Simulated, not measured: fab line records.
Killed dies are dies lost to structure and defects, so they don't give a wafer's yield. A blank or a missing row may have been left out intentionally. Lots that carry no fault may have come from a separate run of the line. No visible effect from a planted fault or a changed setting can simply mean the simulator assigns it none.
Which tool was responsible? + flow n5 finfet + 72 wafers from 24 lots sampled at 6 of the route's 1938 steps

WHAT THE GAUGES SHOWED, per wafer
N5_MOL_CONTACT_COAG_CD_MEAS_101: target cd 16 nm. Usual: cd nm at 15.9 nm, with a standard deviation of 0.35.
| lot  | measured     | on        | cd nm (nm)     | flag |
|------|--------------|-----------|----------------|------|
| L074 | day 5 14:34  | cd sem-02 | 16.1 16.0 16.4 |      |
| L075 | day 5 14:55  | cd sem-03 | 15.7 15.4 15.7 |      |
| L076 | day 5 18:22  | cd sem-02 | 16.5 15.6 15.8 |      |
| L077 | day 6 04:40  | cd sem-03 | 15.8 15.9 16.1 |      |
| L078 | day 6 15:34  | cd sem-02 | 16.4 15.8 16.1 |      |
| L079 | day 6 19:38  | cd sem-03 | 15.9 15.8 16.3 |      |
| L081 | day 6 23:30  | cd sem-03 | 15.8 15.7 16.6 |      |
| L080 | day 7 03:47  | cd sem-02 | 15.6 15.8 15.7 |      |
| L082 | day 7 06:48  | cd sem-03 | 15.7 15.5 15.9 |      |
| L083 | day 7 16:26  | cd sem-01 | 15.7 16.1 15.8 |      |
| L084 | day 7 16:38  | cd sem-03 | 16.1 15.9 15.7 |      |
| L085 | day 7 23:44  | cd sem-03 | 15.6 15.7 15.8 |      |
| L086 | day 8 03:57  | cd sem-02 | 15.4 16.0 15.7 |      |
| L087 | day 8 15:04  | cd sem-02 | 15.5 15.6 15.8 |      |
| L088 | day 8 19:41  | cd sem-03 | 15.9 16.5 16.3 |      |
| L089 | day 8 22:10  | cd sem-02 | 15.6 16.4 16.3 |      |
| L090 | day 9 05:38  | cd sem-03 | 15.5 15.7 15.3 |      |
| L091 | day 9 11:24  | cd sem-02 | 15.7 16.0 16.4 |      |
| L092 | day 9 21:48  | cd sem-02 | 16.1 15.9 16.5 |      |
| L093 | day 10 03:58 | cd sem-03 | 16.4 16.5 15.8 |      |
| L094 | day 10 10:14 | cd sem-03 | 15.4 15.3 15.3 |      |
| L095 | day 10 19:40 | cd sem-02 | 16.4 15.4 16.0 |      |
| L096 | day 11 01:14 | cd sem-02 | 15.1 15.5 15.9 |      |
| L097 | day 11 03:05 | cd sem-03 | 16.0 15.5 16.1 |      |

N5_BEOL_M0_SAQP_INSPECT_16: inspects for defects (brightfield). Usual: raw defect count at 472, with a standard deviation of 130.
| lot  | measured     | on                | raw defect count | flag |
|------|--------------|-------------------|------------------|------|
| L074 | day 5 21:24  | defect inspect-02 | 527 509 589      |      |
| L075 | day 5 23:14  | defect inspect-02 | 475 555 567      |      |
| L076 | day 6 02:17  | defect inspect-01 | 430 437 506      |      |
| L077 | day 6 10:06  | defect inspect-02 | 521 419 537      |      |
| L078 | day 6 21:57  | defect inspect-02 | 267 451 391      |      |
| L079 | day 7 01:26  | defect inspect-01 | 347 387 581      |      |
| L081 | day 7 05:16  | defect inspect-01 | 493 409 386      |      |
| L080 | day 7 10:34  | defect inspect-01 | 388 431 478      |      |
| L082 | day 7 11:53  | defect inspect-02 | 545 423 396      |      |
| L083 | day 7 22:30  | defect inspect-01 | 528 602 553      |      |
| L084 | day 8 02:36  | defect inspect-01 | 361 394 409      |      |
| L085 | day 8 08:19  | defect inspect-02 | 484 462 466      |      |
| L086 | day 8 09:24  | defect inspect-02 | 489 496 573      |      |
| L087 | day 8 20:32  | defect inspect-01 | 489 394 497      |      |
| L088 | day 9 00:46  | defect inspect-01 | 650 478 637      |      |
| L089 | day 9 04:20  | defect inspect-02 | 478 388 303      |      |
| L090 | day 9 11:14  | defect inspect-01 | 402 482 412      |      |
| L091 | day 9 17:22  | defect inspect-01 | 980 461 727      |      |
| L092 | day 10 04:47 | defect inspect-02 | 408 260 267      |      |
| L093 | day 10 10:28 | defect inspect-01 | 457 493 448      |      |
| L094 | day 10 17:32 | defect inspect-02 | 413 407 433      |      |
| L095 | day 11 02:03 | defect inspect-02 | 410 469 539      |      |
| L096 | day 11 06:11 | defect inspect-01 | 327 610 394      |      |
| L097 | day 11 09:12 | defect inspect-02 | 261 409 351      |      |

N5_BEOL_M0_SAQP_INSPECT_42: inspects for defects (brightfield). Usual: raw defect count at 292, with a standard deviation of 84.
| lot  | measured     | on                | raw defect count | flag |
|------|--------------|-------------------|------------------|------|
| L074 | day 6 02:56  | defect inspect-01 | 305 307 293      |      |
| L075 | day 6 03:48  | defect inspect-01 | 415 420 431      |      |
| L076 | day 6 06:28  | defect inspect-01 | 389 354 486      |      |
| L077 | day 6 16:08  | defect inspect-02 | 257 265 302      |      |
| L078 | day 7 01:55  | defect inspect-02 | 151 294 281      |      |
| L079 | day 7 06:01  | defect inspect-02 | 247 249 437      |      |
| L081 | day 7 09:13  | defect inspect-01 | 250 198 223      |      |
| L080 | day 7 14:50  | defect inspect-02 | 338 375 369      |      |
| L082 | day 7 15:44  | defect inspect-01 | 340 269 201      |      |
| L083 | day 8 02:43  | defect inspect-02 | 192 325 271      |      |
| L084 | day 8 06:47  | defect inspect-02 | 215 199 175      |      |
| L085 | day 8 14:10  | defect inspect-01 | 320 288 228      |      |
| L086 | day 8 16:08  | defect inspect-02 | 336 357 517      |      |
| L087 | day 9 02:04  | defect inspect-02 | 389 403 425      |      |
| L088 | day 9 05:31  | defect inspect-01 | 301 235 352      |      |
| L089 | day 9 08:52  | defect inspect-02 | 295 209 177      |      |
| L090 | day 9 15:15  | defect inspect-01 | 181 333 238      |      |
| L091 | day 9 21:16  | defect inspect-01 | 213 212 308      |      |
| L092 | day 10 08:49 | defect inspect-02 | 310 223 203      |      |
| L093 | day 10 15:22 | defect inspect-02 | 270 313 226      |      |
| L094 | day 10 21:37 | defect inspect-01 | 259 232 319      |      |
| L095 | day 11 07:19 | defect inspect-01 | 338 402 466      |      |
| L096 | day 11 12:44 | defect inspect-02 | 200 198 265      |      |
| L097 | day 11 15:23 | defect inspect-01 | 197 197 294      |      |

TOOL THAT RAN EACH LOT (tool first, then ch and the chambers of the sampled wafers, then the start)
| lot  | N5_MOL_CONTACT_COAG_CMP_52    | N5_BEOL_M0_SAQP_DESCUM_19          | N5_BEOL_M0_SAQP_ETCH_101           |
|------|-------------------------------|------------------------------------|------------------------------------|
| L074 | cmp-03 ch 1,2,3, day 5 15:06  | rie diel-02 ch 0,1,2, day 5 21:26  | rie diel-01 ch 0,1,2, day 5 23:13  |
| L075 | cmp-01 ch 0,1, day 5 15:22    | rie diel-03 ch 0,1, day 5 23:16    | rie diel-02 ch 1,2,3, day 6 00:59  |
| L076 | cmp-02 ch 0,2, day 5 18:49    | rie diel-02 ch 2,3, day 6 02:19    | rie diel-01 ch 0,1,3, day 6 04:15  |
| L077 | cmp-01 ch 0,1,2, day 6 05:14  | rie diel-03 ch 1,2, day 6 10:08    | rie diel-01 ch 2,3, day 6 12:47    |
| L078 | cmp-02 ch 0,2,3, day 6 16:01  | rie diel-03 ch 1,2,3, day 6 21:59  | rie diel-01 ch 0,1,3, day 6 23:38  |
| L079 | cmp-03 ch 0,1,2, day 6 20:08  | rie diel-03 ch 0,1,3, day 7 01:28  | rie diel-03 ch 0,1, day 7 03:43    |
| L081 | cmp-01 ch 1,2,3, day 6 23:57  | rie diel-02 ch 0,2,3, day 7 05:18  | rie diel-03 ch 2,3, day 7 07:04    |
| L080 | cmp-03 ch 1,3, day 7 04:17    | rie diel-02 ch 2,3, day 7 10:35    | rie diel-03 ch 1,2,3, day 7 12:25  |
| L082 | cmp-01 ch 0,1, day 7 07:15    | rie diel-02 ch 0,3, day 7 11:55    | rie diel-01 ch 0,1, day 7 13:36    |
| L083 | cmp-02 ch 0,2, day 7 17:05    | rie diel-03 ch 0,2,3, day 7 22:37  | rie diel-02 ch 0,2, day 8 00:16    |
| L084 | cmp-01 ch 0,3, day 7 17:07    | rie diel-01 ch 1,2,3, day 8 02:40  | rie diel-02 ch 1,2,3, day 8 04:30  |
| L085 | cmp-03 ch 0,1,2, day 8 00:13  | rie diel-03 ch 2,3, day 8 08:32    | rie diel-01 ch 1,2,3, day 8 12:02  |
| L086 | cmp-02 ch 0,1,2, day 8 04:24  | rie diel-01 ch 0,1,2, day 8 09:26  | rie diel-03 ch 0,1,2, day 8 12:15  |
| L087 | cmp-02 ch 0,2,3, day 8 15:34  | rie diel-02 ch 0,1, day 8 20:34    | rie diel-01 ch 0,2,3, day 8 23:58  |
| L088 | cmp-02 ch 0,1,3, day 8 20:13  | rie diel-01 ch 0,1,2, day 9 00:48  | rie diel-03 ch 2,3, day 9 02:38    |
| L089 | cmp-01 ch 1,2, day 8 22:37    | rie diel-01 ch 0,1, day 9 04:31    | rie diel-03 ch 0,2, day 9 06:07    |
| L090 | cmp-03 ch 0,2,3, day 9 06:05  | rie diel-03 ch 0,1,3, day 9 11:18  | rie diel-02 ch 0,2,3, day 9 12:56  |
| L091 | cmp-01 ch 1,2, day 9 11:53    | rie diel-03 ch 0,1,2, day 9 17:23  | rie diel-01 ch 0,2, day 9 19:05    |
| L092 | cmp-02 ch 1,2, day 9 22:15    | rie diel-02 ch 0,2,3, day 10 04:49 | rie diel-03 ch 1,2,3, day 10 06:45 |
| L093 | cmp-03 ch 0,1,2, day 10 04:27 | rie diel-03 ch 1,2,3, day 10 10:31 | rie diel-02 ch 1,2,3, day 10 13:05 |
| L094 | cmp-01 ch 1,2,3, day 10 10:42 | rie diel-01 ch 0,1,2, day 10 17:35 | rie diel-02 ch 0,1,3, day 10 19:12 |
| L095 | cmp-01 ch 0,1,2, day 10 20:11 | rie diel-01 ch 2,3, day 11 02:07   | rie diel-01 ch 0,3, day 11 04:39   |
| L096 | cmp-02 ch 0,1,2, day 11 01:46 | rie diel-01 ch 0,1, day 11 08:02   | rie diel-01 ch 1,2,3, day 11 10:20 |
| L097 | cmp-01 ch 0,1, day 11 03:35   | rie diel-02 ch 2,3, day 11 11:20   | rie diel-02 ch 0,2,3, day 11 13:09 |
- N5_MOL_CONTACT_COAG_CMP_52: polishes, stops on SiO2, t overpolish 1.5 s, target thk 66.5 nm.
- N5_BEOL_M0_SAQP_DESCUM_19: chemistry O2, time 7.9 s.
- N5_BEOL_M0_SAQP_ETCH_101: etches SiNx in CH3F/O2, target depth 29.9 nm, time 42.7 s.

WHAT THE TOOLS THEMSELVES READ (means of the sampled wafers that have a number; where no wafer has one, the mark that the record gives instead)
N5_MOL_CONTACT_COAG_CMP_52. Usual: motor current A 11.8 A, standard deviation 1.5; overpolish run s 1.500 s, standard deviation 0.0086; time to endpoint s 13.2 s, standard deviation 2.3.
| lot  | tool   | motor current A (A) | overpolish run s (s) | time to endpoint s (s) | flag |
|------|--------|---------------------|----------------------|------------------------|------|
| L074 | cmp-03 | 11.4                | 1.499                | 13.4                   |      |
| L075 | cmp-01 | 11.6                | 1.496                | 13.0                   |      |
| L076 | cmp-02 | 12.6                | 1.507                | 15.1                   |      |
| L077 | cmp-01 | 11.3                | 1.503                | 13.3                   |      |
| L078 | cmp-02 | 12.5                | 1.505                | 13.1                   |      |
| L079 | cmp-03 | 13.4                | 1.495                | 12.1                   |      |
| L081 | cmp-01 | 11.1                | 1.500                | 13.5                   |      |
| L080 | cmp-03 | 11.4                | 1.505                | 12.0                   |      |
| L082 | cmp-01 | 11.1                | 1.495                | 15.0                   |      |
| L083 | cmp-02 | 12.5                | 1.501                | 14.2                   |      |
| L084 | cmp-01 | 10.6                | 1.506                | 15.0                   |      |
| L085 | cmp-03 | 13.5                | 1.505                | 10.4                   |      |
| L086 | cmp-02 | 11.6                | 1.498                | 11.2                   |      |
| L087 | cmp-02 | 12.5                | 1.510                | 12.7                   |      |
| L088 | cmp-02 | 11.6                | 1.501                | 14.1                   |      |
| L089 | cmp-01 | 11.1                | 1.503                | 13.2                   |      |
| L090 | cmp-03 | 12.7                | 1.501                | 10.1                   |      |
| L091 | cmp-01 | 11.3                | 1.508                | 13.5                   |      |
| L092 | cmp-02 | 10.5                | 1.498                | 12.5                   |      |
| L093 | cmp-03 | 13.1                | 1.498                | 8.6                    |      |
| L094 | cmp-01 | 11.3                | 1.497                | 15.9                   |      |
| L095 | cmp-01 | 11.1                | 1.486                | 13.7                   |      |
| L096 | cmp-02 | 11.4                | 1.505                | 14.2                   |      |
| L097 | cmp-01 | 11.5                | 1.507                | 14.1                   |      |

N5_BEOL_M0_SAQP_DESCUM_19. Usual: drypump motor current A 5.6 A, standard deviation 0.35; oes product au 0.77 a.u., standard deviation 0.079; rf vpp V 243.3 V, standard deviation 1.3; showerhead plenum p Torr 2.10 Torr, standard deviation 0.073; throttle valve pct 20.63 %, standard deviation 0.22.
| lot  | tool        | drypump motor current A (A) | oes product au (a.u.) | rf vpp V (V) | showerhead plenum p Torr (Torr) | throttle valve pct (%) | flag |
|------|-------------|-----------------------------|-----------------------|--------------|---------------------------------|------------------------|------|
| L074 | rie diel-02 | 5.7                         | 0.79                  | 243.2        | 2.10                            | 20.44                  |      |
| L075 | rie diel-03 | 5.8                         | 0.72                  | 241.8        | 2.02                            | 20.72                  |      |
| L076 | rie diel-02 | 5.2                         | 0.92                  | 244.0        | 2.19                            | 20.59                  |      |
| L077 | rie diel-03 | 5.5                         | 0.75                  | 242.3        | 2.06                            | 20.77                  |      |
| L078 | rie diel-03 | 5.6                         | 0.74                  | 241.8        | 2.06                            | 20.83                  |      |
| L079 | rie diel-03 | 5.6                         | 0.74                  | 241.9        | 2.06                            | 20.77                  |      |
| L081 | rie diel-02 | 5.5                         | 0.85                  | 243.2        | 2.12                            | 20.42                  |      |
| L080 | rie diel-02 | 5.2                         | 0.89                  | 244.8        | 2.18                            | 20.60                  |      |
| L082 | rie diel-02 | 5.5                         | 0.90                  | 242.4        | 2.12                            | 20.24                  |      |
| L083 | rie diel-03 | 5.4                         | 0.75                  | 243.5        | 2.10                            | 20.78                  |      |
| L084 | rie diel-01 | 6.0                         | 0.74                  | 243.9        | 2.07                            | 20.61                  |      |
| L085 | rie diel-03 | 5.4                         | 0.76                  | 243.5        | 2.09                            | 20.84                  |      |
| L086 | rie diel-01 | 5.8                         | 0.74                  | 243.5        | 2.11                            | 20.73                  |      |
| L087 | rie diel-02 | 5.6                         | 0.78                  | 243.9        | 2.13                            | 20.50                  |      |
| L088 | rie diel-01 | 5.8                         | 0.73                  | 242.9        | 2.11                            | 20.74                  |      |
| L089 | rie diel-01 | 5.9                         | 0.72                  | 243.3        | 2.09                            | 20.71                  |      |
| L090 | rie diel-03 | 5.6                         | 0.80                  | 244.3        | 2.14                            | 20.69                  |      |
| L091 | rie diel-03 | 5.5                         | 0.81                  | 243.9        | 2.14                            | 20.64                  |      |
| L092 | rie diel-02 | 5.5                         | 0.83                  | 243.9        | 2.12                            | 20.44                  |      |
| L093 | rie diel-03 | 5.6                         | 0.79                  | 243.2        | 2.13                            | 20.75                  |      |
| L094 | rie diel-01 | 5.7                         | 0.73                  | 243.6        | 2.11                            | 20.76                  |      |
| L095 | rie diel-01 | 6.2                         | 0.73                  | 242.3        | 2.04                            | 20.57                  |      |
| L096 | rie diel-01 | 5.8                         | 0.71                  | 243.3        | 2.08                            | 20.77                  |      |
| L097 | rie diel-02 | 5.2                         | 0.84                  | 244.4        | 2.18                            | 20.63                  |      |

N5_BEOL_M0_SAQP_ETCH_101. Usual: drypump motor current A 5.7 A, standard deviation 0.36; oes product au 0.77 a.u., standard deviation 0.077; rf vpp V 298 V, standard deviation 4.4; showerhead plenum p Torr 2.01 Torr, standard deviation 0.068; throttle valve pct 16.55 %, standard deviation 0.2.
| lot  | tool        | drypump motor current A (A) | oes product au (a.u.) | rf vpp V (V) | showerhead plenum p Torr (Torr) | throttle valve pct (%) | flag |
|------|-------------|-----------------------------|-----------------------|--------------|---------------------------------|------------------------|------|
| L074 | rie diel-01 | 5.8                         | 0.74                  | 297          | 2.02                            | 16.60                  |      |
| L075 | rie diel-02 | 5.4                         | 0.84                  | 299          | 2.08                            | 16.56                  |      |
| L076 | rie diel-01 | 6.1                         | 0.74                  | 298          | 1.97                            | 16.54                  |      |
| L077 | rie diel-01 | 6.1                         | 0.74                  | 299          | 1.95                            | 16.48                  |      |
| L078 | rie diel-01 | 6.1                         | 0.73                  | 298          | 1.97                            | 16.55                  |      |
| L079 | rie diel-03 | 5.6                         | 0.73                  | 301          | 1.96                            | 16.57                  |      |
| L081 | rie diel-03 | 5.4                         | 0.76                  | 295          | 2.00                            | 16.66                  |      |
| L080 | rie diel-03 | 5.6                         | 0.74                  | 297          | 1.95                            | 16.71                  |      |
| L082 | rie diel-01 | 6.0                         | 0.74                  | 298          | 1.99                            | 16.63                  |      |
| L083 | rie diel-02 | 5.8                         | 0.81                  | 295          | 1.96                            | 16.23                  |      |
| L084 | rie diel-02 | 5.4                         | 0.79                  | 298          | 2.07                            | 16.59                  |      |
| L085 | rie diel-01 | 6.0                         | 0.74                  | 298          | 1.98                            | 16.57                  |      |
| L086 | rie diel-03 | 5.5                         | 0.83                  | 301          | 2.04                            | 16.49                  |      |
| L087 | rie diel-01 | 5.9                         | 0.73                  | 298          | 1.99                            | 16.58                  |      |
| L088 | rie diel-03 | 5.4                         | 0.75                  | 294          | 1.99                            | 16.69                  |      |
| L089 | rie diel-03 | 5.3                         | 0.75                  | 297          | 1.99                            | 16.60                  |      |
| L090 | rie diel-02 | 5.5                         | 0.84                  | 298          | 2.03                            | 16.40                  |      |
| L091 | rie diel-01 | 5.6                         | 0.73                  | 296          | 2.03                            | 16.67                  |      |
| L092 | rie diel-03 | 5.6                         | 0.81                  | 298          | 2.03                            | 16.60                  |      |
| L093 | rie diel-02 | 5.4                         | 0.78                  | 298          | 2.06                            | 16.61                  |      |
| L094 | rie diel-02 | 5.5                         | 0.83                  | 302          | 2.05                            | 16.37                  |      |
| L095 | rie diel-01 | 6.0                         | 0.71                  | 298          | 1.96                            | 16.60                  |      |
| L096 | rie diel-01 | 6.0                         | 0.72                  | 299          | 1.98                            | 16.61                  |      |
| L097 | rie diel-02 | 5.5                         | 0.82                  | 296          | 2.02                            | 16.42                  |      |

THE ANSWER, worked out from the rows above alone
Rule: lot off if the mean of its wafers having a number is beyond 3 standard deviations from the usual mean. Also off: a lot with no number at a reading for which 4 or more lots have one. Where the step has rows for the other lots, those lots are counted as sound. After the gauges, taken in route order, come the tools' own readings; for these a lot's mean is taken, as printed above. The first step at which some lot is off is used, and at that step the reading that is off furthest; a lot without a number counts as furthest.
Nothing can be told from this: no lot is off at any reading shown.

WHAT THE SIMULATOR HAD PUT IN
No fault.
